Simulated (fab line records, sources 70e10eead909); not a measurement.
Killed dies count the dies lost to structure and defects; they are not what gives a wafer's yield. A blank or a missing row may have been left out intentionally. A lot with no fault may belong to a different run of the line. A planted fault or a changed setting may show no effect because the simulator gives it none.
fab line records | flow nand_harc
record lots=15 | wafers=43 | last_day=33
route steps=1302 shown P_BONDPAD@376 A_ONON_D1@436
lots with no fault: from the same line, run without faults
start_h: the number of hours between the record's first day and the start of the first shown wafer of the lot | wait_h: how many hours have passed since the lot's step before this one | " identical to the entry in the row above | L1.1+2: one row covering several wafers at once | - no value, or no start was given | * or withheld: withheld | < > ~ a bound
route shown NAME@n: NAME is a module with steps in the file, n the number in the route of the first one | usual: mean/standard deviation taken from wafers without a fault | same: alike in all rows | chamber/n: place in a boat | sites: readings site by site | _std_site: their standard deviation | _edge_site: the outer-site mean with the inner-site mean subtracted | radius_mm: for every site, how far away it sits from the centre of the wafer | mask NAME#n: copy n | behind: the tool/chamber that last shaped the wafer | hold: reason for holding the lot/hours on hold/outcome of the hold | device: which transistor (n, p or np) failed to switch | end of line: tests of these same wafers at the route's end | where a step has no rows: the recipe by itself | killed: not the wafer's yield, but the dies lost to structure and defects at the first sort | map: a wafer's dies, marking killed ones x, the rest . and places with no die _
set.NAME: the setting as run; set.NAME@STEP: as run at that earlier step | model.NAME: the simulator's own value behind a step, which no gauge read
one table for each step of the route and one row for each wafer, over a sample of lots
services: a tool's chamber out of use, with start hour (start_h, from the record's first day; less than 0 if before it), hours out, and reason
## steps
# step NHARC_P_BONDPAD_PVD_17
# recipe target_thk_a=50 | bias_v=168.6 | power_w=15000 | chamber_pressure_pa=0.12 | time_s=8.06 | substrate_temp_c=50 | material=TaN
# usual throttle_valve_pct=30.2/1.4
lot.wafer | tool           | chamber | start_h | wait_h | throttle_valve_pct
L229.3    | pvd_sputter-03 | -       | -       | -      | 31.1
L229.2    | "              | -       | "       | "      | 29.6
L229.4    | "              | -       | "       | "      | 27.6
L230.4    | pvd_sputter-01 | -       | -       | -      | 30.5
L230.1    | "              | -       | "       | "      | 29.1
L230.2    | "              | -       | "       | "      | 30.6
L231.1    | pvd_sputter-03 | -       | -       | -      | 27.9
L231.3    | "              | -       | "       | "      | 31.5
L231.5    | "              | -       | "       | "      | 29.6
L232.4    | pvd_sputter-02 | -       | -       | -      | 31.8
L232.1    | "              | -       | "       | "      | 31.1
L232.3    | "              | -       | "       | "      | 30.6
L233.3    | pvd_sputter-02 | -       | -       | -      | 30.7
L233.1    | "              | -       | "       | "      | 28.7
L233.6    | "              | -       | "       | "      | 32.1
L234.3    | pvd_sputter-03 | -       | -       | -      | 30.7
L234.4    | "              | -       | "       | "      | 27.1
L234.6    | "              | -       | "       | "      | 27.1
L235.2    | pvd_sputter-01 | -       | -       | -      | 29.1
L235.4    | "              | -       | "       | "      | 29.0
L235.5    | "              | -       | "       | "      | 28.8
L237.2    | pvd_sputter-02 | -       | -       | -      | 28.9
L237.1    | "              | -       | "       | "      | 31.0
L237.5    | "              | -       | "       | "      | 29.0
L240.4    | pvd_sputter-02 | -       | -       | -      | 28.7
L240.5    | "              | -       | "       | "      | 28.9
L240.6    | "              | -       | "       | "      | 30.5
L241.2    | pvd_sputter-01 | -       | -       | -      | 31.1
L241.4    | "              | -       | "       | "      | 30.0
L244.3    | pvd_sputter-03 | -       | -       | -      | 30.6
L244.6    | "              | -       | "       | "      | 30.3
L244.5    | "              | -       | "       | "      | 27.0
L242.1    | pvd_sputter-01 | -       | -       | -      | 30.3
L242.4    | "              | -       | "       | "      | 29.2
L250.3    | pvd_sputter-03 | -       | -       | -      | 31.0
L250.1    | "              | -       | "       | "      | 30.5
L250.5    | "              | -       | "       | "      | 27.1
L251.1    | pvd_sputter-02 | -       | -       | -      | 31.2
L251.2    | "              | -       | "       | "      | 29.3
L251.5    | "              | -       | "       | "      | 31.5
L252.2    | pvd_sputter-01 | -       | -       | -      | 30.8
L252.3    | "              | -       | "       | "      | 30.2
L252.4    | "              | -       | "       | "      | 29.5
# step NHARC_P_BONDPAD_ACTIVATE_29
# recipe time_s=60 | n2_flow_sccm=200 | ar_flow_sccm=0 | bias_power_w=0 | chemistry=N2
# usual drypump_motor_current_A=5.6/0.4 | mfc_ar_sccm=0.018/0.015 | oes_product_au=0.999/0.014 | rf_vpp_V=63.9/0.86 | showerhead_plenum_p_Torr=1.76/0.088
lot.wafer | tool        | chamber | start_h | wait_h | drypump_motor_current_A | mfc_ar_sccm | oes_product_au | rf_hours_counter_h | rf_vpp_V | showerhead_plenum_p_Torr
L229.2    | rie_diel-03 | 0       | 141.30  | 0.1    | 6.0                     | 0.045       | 0.982          | 2.3                | 64.1     | 1.66
L229.4    | "           | 1       | "       | "      | 5.9                     | 0.004       | 0.983          | 1.9                | 63.6     | 1.69
L229.3    | "           | 2       | "       | "      | 4.8                     | 0           | 1.009          | 1.7                | 63.9     | 1.81
L230.4    | rie_diel-06 | 0       | 149.99  | 0.1    | 6.0                     | 0.020       | 1.003          | 0.2                | 65.4     | 1.71
L230.2    | "           | 1       | "       | "      | 5.9                     | 0.012       | 0.999          | 0.2                | 64.2     | 1.68
L230.1    | "           | 2       | "       | "      | 5.6                     | 0.028       | 1.001          | 0.2                | 63.2     | 1.70
L231.1    | rie_diel-03 | 3       | 154.45  | 0.1    | 5.5                     | 0.002       | 1.028          | 2.5                | 63.4     | 1.87
L231.3    | "           | 1       | "       | "      | 5.9                     | 0.004       | 0.981          | 2.2                | 63.1     | 1.69
L231.5    | "           | 3       | "       | "      | 5.5                     | 0.002       | 1.018          | -                  | 65.3     | 1.87
L232.1    | rie_diel-03 | 3       | 166.07  | 0.1    | 5.5                     | 0.002       | 1.021          | 4.1                | 65.4     | 1.87
L232.4    | "           | 0       | "       | "      | 6.0                     | 0.045       | 0.977          | 2.7                | 64.2     | 1.66
L232.3    | "           | 2       | "       | "      | 4.8                     | 0           | 1.022          | 3.6                | 63.2     | 1.81
L233.1    | rie_diel-07 | 2       | 186.19  | 0.1    | 5.2                     | 0           | 0.995          | 3.5                | 64.8     | 1.86
L233.3    | "           | 3       | "       | "      | 5.1                     | 0.043       | 1.002          | 3.5                | 62.8     | 1.80
L233.6    | "           | 3       | "       | "      | 5.1                     | 0.043       | 0.992          | -                  | 64.8     | 1.80
L234.4    | rie_diel-03 | 0       | 187.09  | 0.1    | 6.0                     | 0.045       | 0.969          | 3.7                | 64.3     | 1.66
L234.3    | "           | 3       | "       | "      | 5.5                     | 0.002       | 1.010          | 5.1                | 63.1     | 1.87
L234.6    | "           | 0       | "       | "      | 6.0                     | 0.045       | 0.983          | -                  | 63.8     | 1.66
L235.2    | rie_diel-06 | 0       | 195.28  | 0.1    | 6.0                     | 0.020       | 1.002          | 0.9                | 64.5     | 1.71
L235.4    | "           | 1       | "       | "      | 5.9                     | 0.012       | 1.002          | 0.8                | 62.1     | 1.68
L235.5    | "           | 2       | "       | "      | 5.6                     | 0.028       | 1.004          | -                  | 63.5     | 1.70
L237.1    | rie_diel-06 | 1       | 221.42  | 0.1    | 5.9                     | 0.012       | 0.998          | 1.3                | 64.4     | 1.68
L237.2    | "           | 0       | "       | "      | 6.0                     | 0.020       | 0.998          | 1.4                | 64.3     | 1.70
L237.5    | "           | 2       | "       | "      | 5.6                     | 0.028       | 1.014          | -                  | 62.4     | 1.70
L240.4    | rie_diel-03 | 2       | 248.31  | 0.1    | 4.8                     | 0           | 1.017          | -                  | 63.8     | 1.81
L240.5    | "           | 0       | "       | "      | 6.0                     | 0.045       | 0.969          | -                  | 61.6     | 1.66
L240.6    | "           | 1       | "       | "      | 5.9                     | 0.004       | 0.983          | -                  | 63.4     | 1.69
L241.4    | rie_diel-06 | 3       | 255.24  | 0.1    | 5.3                     | 0.023       | 1.010          | 2.2                | 65.5     | 1.91
L241.2    | "           | 2       | "       | "      | 5.6                     | 0.028       | 1.000          | 2.2                | 64.9     | 1.70
L244.3    | rie_diel-03 | 2       | 279.69  | 0.1    | 4.8                     | 0           | 1.020          | 10.4               | 63.5     | 1.81
L244.6    | "           | 1       | "       | "      | 6.0                     | 0.004       | 0.993          | -                  | 63.0     | 1.69
L244.5    | "           | 2       | "       | "      | 4.8                     | 0           | 1.024          | -                  | 63.1     | 1.81
L242.1    | rie_diel-06 | 3       | 283.11  | 0.1    | 5.2                     | 0.023       | 1.016          | 3.1                | 63.2     | 1.91
L242.4    | "           | 0       | "       | "      | 6.0                     | 0.020       | 1.007          | 3.0                | 62.1     | 1.71
L250.3    | rie_diel-07 | 1       | 343.17  | 0.1    | 5.1                     | 0.027       | 0.980          | 2.6                | 64.1     | 1.74
L250.1    | "           | 2       | "       | "      | 5.3                     | 0           | 1.014          | 2.9                | 64.2     | 1.86
L250.5    | "           | 2       | "       | "      | 5.2                     | 0           | 1.017          | -                  | 64.9     | 1.86
L251.1    | rie_diel-06 | 2       | 359.75  | 0.1    | 5.6                     | 0.028       | 0.999          | 0.9                | 63.7     | 1.70
L251.2    | "           | 3       | "       | "      | 5.3                     | 0.023       | 0.998          | 0.9                | 65.7     | 1.91
L251.5    | "           | 3       | "       | "      | 5.2                     | 0.023       | 1.000          | -                  | 64.4     | 1.91
L252.3    | rie_diel-03 | 3       | 364.95  | 0.1    | 5.5                     | 0.002       | 0.974          | 4.4                | 65.2     | 1.87
L252.2    | "           | 0       | "       | "      | 6.0                     | 0.045       | 0.970          | 4.4                | 65.0     | 1.66
L252.4    | "           | 2       | "       | "      | 4.8                     | 0           | 1.004          | 4.7                | 64.3     | 1.81
# step NHARC_A_ONON_D1_DEP_16
# recipe target_thk_a=10000 | n2_flow_sccm=2750 | n2o_flow_sccm=2000 | nh3_flow_sccm=500 | sih4_flow_sccm=210 | temp_c=400
lot.wafer  | tool          | chamber | start_h | wait_h
L229.2+3+4 | pecvd_onon-01 | 0       | 175.81  | 0.1
L230.1+2+4 | pecvd_onon-01 | 0       | 189.98  | 0.1
L231.1+3+5 | pecvd_onon-04 | 0       | 189.98  | 0.1
L232.1+3+4 | pecvd_onon-02 | 0       | 200.98  | 0.1
L233.1+3+6 | pecvd_onon-02 | 0       | 219.23  | 0.1
L234.3+4+6 | pecvd_onon-04 | 0       | 219.35  | 0.2
L235.2+4+5 | pecvd_onon-02 | 0       | 227.84  | 0.1
L237.1+2+5 | pecvd_onon-04 | 0       | 253.41  | 0.1
L240.4+5+6 | pecvd_onon-01 | 0       | 284.26  | 0.2
L241.2+4   | pecvd_onon-01 | 0       | 289.46  | 0.1
L244.3+5+6 | pecvd_onon-01 | 0       | 312.32  | 0.2
L242.1+4   | pecvd_onon-01 | 0       | 318.42  | 0.1
L250.1+3+5 | pecvd_onon-01 | 0       | 380.38  | 0.1
L251.1+2+5 | pecvd_onon-01 | 0       | 395.73  | 0.1
L252.2+3+4 | pecvd_onon-04 | 0       | 395.79  | 0.1
# step NHARC_A_ONON_D1_THK_MEAS_18
# recipe thk_meas_gauge=ellipsometry
# usual thk_nm=999/9.5
lot.wafer | tool          | chamber | start_h | wait_h | thk_nm
L229.2    | film_metro-02 | -       | 176.26  | -      | 1014
L229.3    | "             | -       | "       | "      | 1013
L229.4    | "             | -       | "       | "      | 1015
L231.1    | film_metro-02 | -       | 190.49  | -      | 1001
L231.3    | "             | -       | "       | "      | 1002
L231.5    | "             | -       | "       | "      | 1001
L230.1    | film_metro-01 | -       | 190.50  | -      | 1004
L230.2    | "             | -       | "       | "      | 1003
L230.4    | "             | -       | "       | "      | 1003
L232.1    | film_metro-02 | -       | 201.49  | -      | 992
L232.3    | "             | -       | "       | "      | 990
L232.4    | "             | -       | "       | "      | 991
L233.1    | film_metro-02 | -       | 219.74  | -      | 994
L233.3    | "             | -       | "       | "      | 995
L233.6    | "             | -       | "       | "      | 996
L234.3    | film_metro-01 | -       | 219.74  | -      | 998
L234.4    | "             | -       | "       | "      | 997
L234.6    | "             | -       | "       | "      | 996
L235.2    | film_metro-01 | -       | 228.29  | -      | 989
L235.4    | "             | -       | "       | "      | 990
L235.5    | "             | -       | "       | "      | 991
L237.1    | film_metro-01 | -       | 253.92  | -      | 1017
L237.2    | "             | -       | "       | "      | 1017
L237.5    | "             | -       | "       | "      | 1017
L240.4    | film_metro-02 | -       | 284.59  | -      | 991
L240.5    | "             | -       | "       | "      | 989
L240.6    | "             | -       | "       | "      | 989
L241.2    | film_metro-01 | -       | 289.91  | -      | 984
L241.4    | "             | -       | "       | "      | 1042
L244.3    | film_metro-01 | -       | 312.72  | -      | 1002
L244.5    | "             | -       | "       | "      | 1063
L244.6    | "             | -       | "       | "      | 1003
L242.1    | film_metro-02 | -       | 318.93  | -      | 1001
L242.4    | "             | -       | "       | "      | 1064
L250.1    | film_metro-01 | -       | 380.89  | -      | 1001
L250.3    | "             | -       | "       | "      | 1000
L250.5    | "             | -       | "       | "      | 1002
L251.1    | film_metro-01 | -       | 396.24  | -      | 985
L251.2    | "             | -       | "       | "      | 985
L251.5    | "             | -       | "       | "      | 986
L252.2    | film_metro-02 | -       | 396.25  | -      | 1006
L252.3    | "             | -       | "       | "      | 1004
L252.4    | "             | -       | "       | "      | 1004
# step NHARC_A_ONON_D1_DEP_33
# recipe target_thk_a=2000 | temp_c=400 | pressure_torr=6.5 | rf_w=900 | teos_flow_sccm=161.4 | flow_sccm=2650 | target_thk_nm=200 | gas=O2 | material=SiO2
# usual heater_power_w=554/110 | rf_fwd_power_W=898.1/2.9 | throttle_valve_pct=16.1/0.45
lot.wafer | tool     | chamber | start_h | wait_h | heater_power_w | rf_fwd_power_W | throttle_valve_pct
L229.2    | pecvd-02 | 2       | 178.63  | 0.1    | 454            | 896.6          | 17.1
L229.3    | "        | 0       | "       | "      | 495            | 896.3          | 16.1
L229.4    | "        | 0       | "       | "      | 509            | 899.5          | 16.1
L231.1    | pecvd-02 | 2       | 192.88  | 0.1    | 405            | 892.7          | 17.1
L231.3    | "        | 0       | "       | "      | 610            | 896.0          | 16.4
L231.5    | "        | 0       | "       | "      | 602            | 896.7          | 16.4
L230.2    | pecvd-01 | 0       | 192.96  | 0.1    | 707            | 899.1          | 16.3
L230.1    | "        | 1       | "       | "      | 643            | 900.8          | 15.7
L230.4    | "        | 0       | "       | "      | 697            | 898.1          | 16.1
L232.3    | pecvd-02 | 0       | 203.89  | 0.1    | 522            | 898.2          | 16.3
L232.1    | "        | 1       | "       | "      | 440            | 893.7          | 16.3
L232.4    | "        | 1       | "       | "      | 438            | 900.3          | 16.4
L234.3    | pecvd-01 | 1       | 222.16  | 0.1    | 544            | 897.6          | 15.6
L234.6    | "        | 0       | "       | "      | 664            | 899.0          | 15.9
L234.4    | "        | 1       | "       | "      | 556            | 899.6          | 15.9
L233.3    | pecvd-02 | 0       | 222.21  | 0.1    | 531            | 896.4          | 16.4
L233.1    | "        | 2       | "       | "      | 456            | 897.2          | 17.0
L233.6    | "        | 2       | "       | "      | 480            | 898.2          | 16.9
L235.2    | pecvd-04 | 0       | 230.61  | 0.1    | 746            | 902.9          | 15.3
L235.4    | "        | 0       | "       | "      | 738            | 902.9          | 15.7
L235.5    | "        | 1       | "       | "      | 511            | 902.7          | 16.1
L237.2    | pecvd-01 | 2       | 256.25  | 0.1    | 589            | 897.9          | 16.2
L237.1    | "        | 1       | "       | "      | 541            | 899.5          | 15.4
L237.5    | "        | 1       | "       | "      | 559            | 899.4          | 15.8
L240.6    | pecvd-04 | 2       | 287.03  | 0.2    | 541            | 892.7          | 15.8
L240.4    | "        | 0       | "       | "      | 655            | 899.3          | 15.7
L240.5    | "        | 1       | "       | "      | 468            | 893.1          | 16.2
L241.2    | pecvd-04 | 2       | 292.31  | 0.1    | 599            | 896.5          | 15.7
L241.4    | "        | 2       | "       | "      | 599            | 898.8          | 15.4
L244.3    | pecvd-02 | 2       | 315.09  | 0.1    | 400            | 897.6          | 16.1
L244.6    | "        | 1       | "       | "      | 414            | 898.7          | 16.3
L244.5    | "        | 2       | "       | "      | 406            | 900.3          | 16.8
L242.1    | pecvd-02 | 1       | 321.34  | 0.1    | 473            | 897.6          | 16.6
L242.4    | "        | 2       | "       | "      | 480            | 899.6          | 16.5
L250.3    | pecvd-02 | 0       | 383.21  | 0.1    | 609            | 898.2          | 15.4
L250.1    | "        | 2       | "       | "      | 456            | 902.7          | 16.7
L250.5    | "        | 1       | "       | "      | 476            | 891.5          | 16.5
L252.3    | pecvd-02 | 2       | 398.80  | 0.3    | 434            | 898.7          | 16.8
L252.2    | "        | 0       | "       | "      | 617            | 900.9          | 15.7
L252.4    | "        | 0       | "       | "      | 608            | 897.3          | 15.5
L251.2    | pecvd-04 | 1       | 398.84  | 0.3    | 467            | 895.8          | 16.5
L251.1    | "        | 2       | "       | "      | 625            | 897.2          | 15.9
L251.5    | "        | 1       | "       | "      | 465            | 895.0          | 16.5
## services
tool           | chamber | start_h | hours | kind
rie_diel-06    | -       | 130.24  | 9.0   | pm
pecvd-02       | -       | 144.82  | 1.4   | repair
rie_diel-03    | 0       | 157.28  | 7.6   | repair
pvd_sputter-03 | -       | 162.79  | 2.1   | repair
pvd_sputter-03 | -       | 170.05  | 10.0  | pm
pvd_sputter-02 | -       | 202.78  | 7.2   | repair
rie_diel-03    | 3       | 224.30  | 29.8  | repair
pecvd-02       | -       | 227.45  | 13.0  | pm
pecvd-02       | 0       | 252.44  | 8.4   | repair
pvd_sputter-02 | -       | 263.39  | 3.7   | repair
pecvd_onon-01  | -       | 269.00  | 13.0  | pm
rie_diel-03    | -       | 281.30  | 9.0   | pm
pvd_sputter-02 | -       | 282.00  | 10.0  | pm
pecvd-02       | 2       | 302.02  | 4.3   | repair
rie_diel-06    | -       | 307.24  | 9.0   | pm
pvd_sputter-02 | -       | 311.47  | 1.1   | repair
pvd_sputter-03 | -       | 318.51  | 4.7   | repair
pecvd-02       | 2       | 343.99  | 4.8   | repair
pvd_sputter-03 | -       | 348.05  | 10.0  | pm
rie_diel-06    | -       | 351.27  | 0.7   | repair
rie_diel-06    | 3       | 363.33  | 100.2 | repair
rie_diel-03    | 0       | 367.00  | 16.4  | repair
rie_diel-06    | -       | 394.53  | 1.2   | repair
rie_diel-03    | 3       | 398.97  | 10.2  | repair
## key
first_sign step=NHARC_A_ONON_D1_THK_MEAS_18 | reading=thk_nm | direction=up | sigmas=6 | usual=999 | struck=1056
effect none on later readings
met_at NHARC_A_ONON_D1_DEP_16
struck_lots L241,L242,L244
struck_wafers L241.4,L242.4,L244.5
sort_left_out L241.4,L242.4,L244.5
tester_left_out L241,L242,L244
not_acting_at NHARC_P_BONDPAD_PVD_17,NHARC_P_BONDPAD_ACTIVATE_29,NHARC_A_ONON_D1_DEP_33
onset_between 284.26 289.46
fault kind=process_parameter_drift | tool=pecvd_onon-01 | chamber=- | onset_h=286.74 | steps=NHARC_A_ONON_D1_DEP_16 | channel=target_thk_a | offset=* | shape=step | end_h=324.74 | scope=struck_wafers_only | acts_in=* | stated=*
# tester_left_out: of these lots the tester's yield and bins aren't shown, on N5 and GAA mostly nor the transistor test; their killed dies are dies lost to structure and defects alone, not to doping, threshold or leakage, so they don't give the yield
# sort_left_out: the simulated sort isn't trusted on such a fault, so these wafers' sort isn't shown, and their yield isn't known
